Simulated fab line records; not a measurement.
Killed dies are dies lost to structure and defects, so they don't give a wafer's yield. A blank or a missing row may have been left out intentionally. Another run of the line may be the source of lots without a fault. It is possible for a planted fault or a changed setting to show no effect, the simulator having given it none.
Comparing a struck lot with a sound one / flow nand harc / 14 steps out of a route of 1302
Sound: the wafers L964.2, L964.3, L964.4. Wafers L976.3, L976.4 were the ones struck. Last of all comes the cause.
Order at every step that has rows: each side's tool, ch and its chambers, its first start. Under that, the readings that differ: sound wafers / struck wafers / difference of the means / sigmas: that difference in standard deviations of wafers without a fault.
alike: readings with means less than 2 such deviations apart, plus words and numbers identical on both sides. not compared: withheld readings, readings lacking a value on some wafer, bounds such as >300 that could conceal the same value, and numbers that have no deviation in the record and whose values overlap.
Wherever a step has rows on one side only, a row that says differs or no value, or a row with sigmas, the two part there. Numbers that don't overlap but have no deviation are shown without sigmas and don't part them. A reading that every wafer of one side lacks parts them only if that side has two wafers or more.

NHARC_A_ZERO_WELL_INSPECT_17:
  sound on defect inspect-02 at day 9 15:47; struck on defect inspect-01 at day 14 14:04
  alike: raw defect count
then, 3 steps without rows for these wafers: NHARC_A_SOURCE_PLATE_PRECLEAN_00 (cleans in HF-LAST, time 60 s); NHARC_A_SOURCE_PLATE_SRD_01; NHARC_A_SOURCE_PLATE_OXIDE_02 (material SiO2, target thk 10 nm, ox time 1362 s).
NHARC_A_SOURCE_PLATE_THK_MEAS_09: measures by ellipsometry.
  sound on film metro-02 at day 9 23:07; struck on film metro-02 at day 14 22:19
  alike: thk nm
then, 3 steps without rows for these wafers: NHARC_A_SOURCE_PLATE_PVD_04 (deposits WSi2, target thk 50 nm); NHARC_A_SOURCE_PLATE_CVD_03 (deposits poly-Si, target thk 200 nm, time 4000 s); NHARC_A_SOURCE_PLATE_ANNEAL_05 (time 1800 s).
NHARC_A_SOURCE_PLATE_THK_MEAS_06: measures by ellipsometry.
  sound on film metro-01 at day 10 14:32; struck on film metro-01 at day 15 10:47
  alike: thk nm
NHARC_A_SOURCE_PLATE_INSPECT_08:
  sound on defect inspect-01 at day 10 14:37; struck on defect inspect-02 at day 15 10:52
  alike: raw defect count
NHARC_A_ONON_D1_DEP_00: target thk 1000 nm.
  sound on pecvd onon-02 ch 0, day 10 14:45; struck on pecvd onon-01 ch 0, day 15 11:03
NHARC_A_ONON_D1_THK_MEAS_02: measures by ellipsometry.
  sound on film metro-02 at day 10 15:13; struck on film metro-02 at day 15 11:26
reading=thk nm (nm); sound=1012 1010 1008; struck=388 385; difference=-624; sigmas=-68
then, 1 step without rows for these wafers: NHARC_A_ONON_D1_DEP_03 (target thk 1000 nm).
-- the record jumps here: 18 days lie between the struck wafers' starts before and after (it left off in module A_ONON_D1 and takes up again in module END, whose first step shown is number 1302 of the route) --
NHARC_END_SORT_01:
  sound on prober-01 ch 0, day 26 23:58; struck on prober-02 ch 0, day 33 05:08
reading=killed at array; sound=106 106 92; struck=674 676; difference=+574; sigmas=+21
reading=killed dies; sound=110 110 100; struck=677 677; difference=+570; sigmas=+20
  alike: killed at other, killed at periphery, killed open, killed short

== WHERE THEY PART ==
At NHARC_A_ONON_D1_THK_MEAS_02 first; at NHARC_END_SORT_01 last (within this record only).

WHY: the cause the simulator had injected
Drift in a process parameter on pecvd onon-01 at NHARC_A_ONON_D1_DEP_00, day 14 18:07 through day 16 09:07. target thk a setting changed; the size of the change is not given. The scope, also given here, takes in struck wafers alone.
